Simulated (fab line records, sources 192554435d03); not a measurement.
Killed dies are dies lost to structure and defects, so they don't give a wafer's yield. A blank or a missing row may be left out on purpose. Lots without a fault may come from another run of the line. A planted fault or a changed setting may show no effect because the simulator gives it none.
Split-lot experiment | flow n5_finfet | 7 lots, 39 wafers read, on a route of 1938 steps

THE SPLIT
At N5_PASSIVATION_PECVD_35 (deposits SiNx from SiH4/NH3/N2, target thk 700 nm, time 151.3 s), the setting time_s was moved away from the recipe's 151.3 s on 12 of the 39 wafers read, by -50.4% to +50.1%. The other wafers ran this setting at the recipe's value.

The reading is taken at the split's own step.

THE READING
SiNx_of_PASSIVATION_PECVD_35.thk_nm (the simulator's own value, which no gauge read), in nm, at N5_PASSIVATION_PECVD_35 (deposits SiNx from SiH4/NH3/N2, target thk 700 nm, time 151.3 s). The file gives no usual value for it. The 27 wafers here that ran the recipe average 701.1 nm, standard deviation 9.4 nm.

wafer  | tool, chamber at the split | time_s as run, s | against the recipe | SiNx_of_PASSIVATION_PECVD_35.thk_nm, nm | against lot-mates on the recipe
L074.1 | pecvd-04, 2                | 88.18            | -41.7%             | 397.2                                   | -300.5
L074.2 | pecvd-04, 0                | 88.18            | -41.7%             | 403.4                                   | -294.3
L074.3 | pecvd-04, 1                | 151.3            | recipe             | 687.2                                   | -
L074.4 | pecvd-04, 1                | 151.3            | recipe             | 704.8                                   | -
L074.5 | pecvd-04, 0                | 151.3            | recipe             | 701                                     | -
L074.6 | pecvd-04, 2                | 88.18            | -41.7%             | 401.4                                   | -296.3
L077.1 | pecvd-04, 0                | 151.3            | recipe             | 692.6                                   | -
L077.2 | pecvd-04, 1                | 151.3            | recipe             | 696.2                                   | -
L077.3 | pecvd-04, 2                | 151.3            | recipe             | 684                                     | -
L077.4 | pecvd-04, 1                | 151.3            | recipe             | 696.6                                   | -
L077.5 | pecvd-04, 0                | 151.3            | recipe             | 714.6                                   | -
L077.6 | pecvd-04, 2                | 151.3            | recipe             | 693.4                                   | -
L081.1 | pecvd-04, 0                | 151.3            | recipe             | 705.6                                   | -
L081.2 | pecvd-04, 1                | 75.01            | -50.4%             | 337.2                                   | -367.3
L081.3 | pecvd-04, 2                | 75.01            | -50.4%             | 341.4                                   | -363.1
L081.4 | pecvd-04, 2                | 151.3            | recipe             | 700.2                                   | -
L081.5 | pecvd-04, 0                | 75.01            | -50.4%             | 356.8                                   | -347.7
L081.6 | pecvd-04, 1                | 151.3            | recipe             | 707.8                                   | -
L082.1 | pecvd-04, 0                | 205.7            | +36.0%             | 948.8                                   | +246.8
L082.2 | pecvd-04, 1                | 151.3            | recipe             | 696.4                                   | -
L082.3 | pecvd-04, 2                | 151.3            | recipe             | 710.2                                   | -
L082.4 | pecvd-04, 1                | 151.3            | recipe             | 699.4                                   | -
L082.5 | pecvd-04, 0                | 205.7            | +36.0%             | 971.2                                   | +269.2
L082.6 | pecvd-04, 2                | 205.7            | +36.0%             | 956.2                                   | +254.2
L084.1 | pecvd-03, 2                | 151.3            | recipe             | 708.6                                   | -
L084.2 | pecvd-03, 0                | 151.3            | recipe             | 698.6                                   | -
L084.3 | pecvd-03, 1                | 151.3            | recipe             | 706                                     | -
L084.4 | pecvd-03, 0                | 151.3            | recipe             | 711.2                                   | -
L084.5 | pecvd-03, 2                | 151.3            | recipe             | 718.4                                   | -
L084.6 | pecvd-03, 1                | 151.3            | recipe             | 715.6                                   | -
L086.1 | pecvd-02, 0                | 227.1            | +50.1%             | 1040                                    | +336.3
L086.2 | pecvd-02, 2                | 227.1            | +50.1%             | 1031                                    | +327.3
L086.3 | pecvd-02, 1                | 151.3            | recipe             | 699.4                                   | -
L086.4 | pecvd-02, 0                | 227.1            | +50.1%             | 1048                                    | +344.3
L086.5 | pecvd-02, 1                | 151.3            | recipe             | 712.8                                   | -
L086.6 | pecvd-02, 2                | 151.3            | recipe             | 699                                     | -
L094.2 | pecvd-04, 2                | 151.3            | recipe             | 687.2                                   | -
L094.3 | pecvd-04, 1                | 151.3            | recipe             | 683.4                                   | -
L094.6 | pecvd-04, 1                | 151.3            | recipe             | 699.4                                   | -

THE FIT
A straight line over all 39 wafers: SiNx_of_PASSIVATION_PECVD_35.thk_nm changes by +7.01 nm for each +1% of time_s; r = +1.00; the points scatter about the line by 10 nm.
The same after taking each lot's own level away (the mean of its wafers on the recipe; 39 wafers): +7 nm for each +1%; r = +1.00; scatter 8.7 nm.
On that fit, the largest move of time_s shifts the reading by 3.5e+02 nm.
The lots' own levels span 690.00 to 709.73 nm, that is 2.1 times the standard deviation above.
So the lot-to-lot level changes the slope little: the two slopes agree.
Check: with one of the wafers moved furthest among these (-50.4%) left out of the fit, the line predicts -352 nm for it against its lot-mates. It came out at -367 nm against them.

OTHER SPLITS ON THESE WAFERS
These wafers also went through other splits before the reading. Each is held against what the fit with the lots' levels taken away leaves over:
other split on the same wafers      | wafers away from the commonest value | r with SiNx_of_PASSIVATION_PECVD_35.thk_nm (lot level and that fit taken away)
N5_BEOL_M11_DESCUM_16 time_s        | 12                                   | -0.04
N5_BEOL_M13_ILD_DEP_00 target_thk_a | 15                                   | +0.19
N5_BEOL_M15_ETCH_61 time_s          | 18                                   | -0.24

THE FILE'S OWN FIT
SiNx_of_PASSIVATION_PECVD_35.thk_nm changes by +7 nm for each +1% of time_s, r = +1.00.
